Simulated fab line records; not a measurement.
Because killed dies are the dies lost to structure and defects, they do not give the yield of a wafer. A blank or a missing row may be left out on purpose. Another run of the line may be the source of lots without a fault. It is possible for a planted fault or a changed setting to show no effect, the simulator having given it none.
A lot that was struck, set against a sound lot ; flow n5_finfet ; 39 steps out of a route of 1938
Sound: these wafers, L908.2, L908.3, L908.4. The struck wafers were L899.3, L899.4, L899.5. At the end, the cause is stated.
Per side, at each step with rows, come the tool, then ch with its chambers, and then its first start. Under that, the readings that differ: sound wafers ; struck wafers ; difference of the means ; sigmas: that difference in standard deviations of wafers without a fault.
alike: words and numbers the same on both sides, and readings whose means are apart by under 2 such deviations; not compared: readings that were withheld, readings missing a value for some wafer, numbers with overlapping values and no deviation given by the record, and bounds like >300 which may hide the same value.
A row with sigmas, a row that says differs or no value, or rows on one side alone: a step with any of these is where the two part. When numbers do not overlap yet have no deviation, they are printed without sigmas and do not part them. A reading that every wafer of one side lacks parts them only if that side has two wafers or more.

first, 11 steps without rows for these wafers: N5_BEOL_M1_STRIP_65 (strips in N2/H2); N5_BEOL_M1_STRIP_75 (strips in N2/H2); N5_BEOL_M1_STRIP_66 (strips in CF4); N5_BEOL_M1_HM_OPEN_17 (chemistry Cl2/BCl3, target TiN, target depth 20 nm, overetch 6 nm); N5_BEOL_M1_STRIP_19 (strips in O2); N5_BEOL_M1_COAT_67 (time 60 s, resist thk 60 nm); N5_BEOL_M1_COAT_68 (time 60 s, resist thk 12 nm); N5_BEOL_M1_COAT_76 (time 60 s, resist thk 5 nm); N5_BEOL_M1_COAT_22 (resist thk 30 nm); N5_BEOL_M1_EBR_24; N5_BEOL_M1_SOFTBAKE_23 (time 60 s).
N5_BEOL_M1_EXPOSE_25: exposes mask V0, defocus 5 nm, target cd 24 nm.
  sound on euv_scanner-01 ch 0, day 10 18:35; struck on euv_scanner-02 ch 0, day 8 20:41
reading;sound;struck;difference;sigmas
exposure_dose_mJ_cm2;62.97 63.11 62.99;58.07 58.07 57.98;-4.98;-94
stage_msd_nm (nm);0.79 0.79 0.79;0.88 0.88 0.88;+0.09;+2
  alike: mask
then, 2 steps without rows for these wafers: N5_BEOL_M1_PEB_26 (peb time 60 s); N5_BEOL_M1_DEVELOP_27 (develop time 30 s).
N5_BEOL_M1_CD_MEAS_28: target cd y 23.3 nm.
  sound on cd_sem-03 ch 0, day 10 18:43; struck on cd_sem-02 ch 0, day 8 20:49
reading;sound;struck;difference;sigmas
cd_nm (nm);23.95 24.00 24.08;22.06 22.18 22.11;-1.89;-9
then, 8 steps without rows for these wafers: N5_BEOL_M1_DESCUM_33 (chemistry O2, time 7 s); N5_BEOL_M1_ETCH_77 (etches underlayer in N2/H2, target depth 6.5 nm, time 5.2 s); N5_BEOL_M1_ETCH_69 (etches SiARC in CF4, target depth 15.6 nm, time 26 s); N5_BEOL_M1_ALD_98 (deposits SiO2, target thk 2.5 nm, pulse time 1 s, co reactant pulse time 1 s); N5_BEOL_M1_ETCHBACK_99 (etches SiO2 in CHF3, target depth 5 nm, time 10.4 s); N5_BEOL_M1_ETCH_70 (etches SOC in N2/H2, target depth 80 nm, overetch 16 nm, time 120 s); N5_BEOL_M1_STRIP_71 (strips in N2/H2); N5_BEOL_M1_STRIP_78 (strips in N2/H2).
N5_BEOL_M1_VIA_ETCH_34: etches the open film in C4F6/O2, target depth 67.8 nm, time 64.4 s.
  sound on rie_diel-03 ch 0,1,3, day 11 04:05; struck on rie_diel-06 ch 0,1,2, day 9 03:10
reading;sound;struck;difference;sigmas
model.BEOL_M1.cd_nm (nm);17.8 18 18.2;16 15.8 16;-2;
  alike: C4F6_flow_sccm, chamber_pressure_mTorr, drypump_motor_current_A, oes_product_au, rf_vpp_V, showerhead_plenum_p_Torr, throttle_valve_pct
  not compared: rf_hours_counter_h
then, 13 steps without rows for these wafers: N5_BEOL_M1_STRIP_83 (strips in C4F6/O2); N5_BEOL_M1_STRIP_36 (strips in N2/H2); N5_BEOL_M1_TRENCH_ETCH_37 (etches SiOC in C4F6/O2, target depth 55.207 nm, time 29 s); N5_BEOL_M1_ETCH_41 (etches SiCN in CH3F/O2, target depth 31.9 nm, time 57.8 s); N5_BEOL_M1_STRIP_97 (strips in N2/H2, time 10 s); N5_BEOL_M1_HM_STRIP_39 (strips TiN in peroxide tin strip, target depth 25 nm, time 158 s); N5_BEOL_M1_SRD_40 (time 30 s); N5_BEOL_M1_PRECLEAN_42 (cleans in residue remover, time 60 s); N5_BEOL_M1_SRD_43 (time 30 s); N5_BEOL_M1_DEGAS_44 (time 60 s); N5_BEOL_M1_PRE_CLEAN_45 (time 30 s); N5_BEOL_M1_ALD_84 (deposits TaN, pulse time 2 s, purge time 3 s, co reactant purge time 2 s); N5_BEOL_M1_SURFACE_TREAT_85.
-- the record jumps here: 5 days lie between the struck wafers' starts before and after (it left off in module BEOL_M1 and takes up again in module BEOL_M4, whose first step shown is number 1111 of the route) --
N5_BEOL_M4_RC_MEAS_101:
  sound on prober-02 ch 0, day 17 06:13; struck on prober-01 ch 0, day 14 12:25
reading;sound;struck;difference;sigmas
CHAIN_V0 (ohm/link);231 228 233;272 289 284;+51;+6
CHAIN_V0_max_site (ohm/link);239 238 239;282 305 301;+57;+6
ION_P (uA/um);467 466 471;454 453 454;-14;-2
  alike: DIBL_N, DIBL_P, IOFF_N, IOFF_P, ION_N, SS_N, SS_P, VT_N, VT_P
then, 1 step without rows for these wafers: N5_PASSIVATION_PROBE_49.

## WHERE THEY PART
First at N5_BEOL_M1_EXPOSE_25; last, within this record, at N5_BEOL_M4_RC_MEAS_101.

WHY: what the simulator had put in
Process parameter drift: euv_scanner-02, from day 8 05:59 on, at N5_BEOL_M1_EXPOSE_25. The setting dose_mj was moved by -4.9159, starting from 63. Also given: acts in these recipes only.
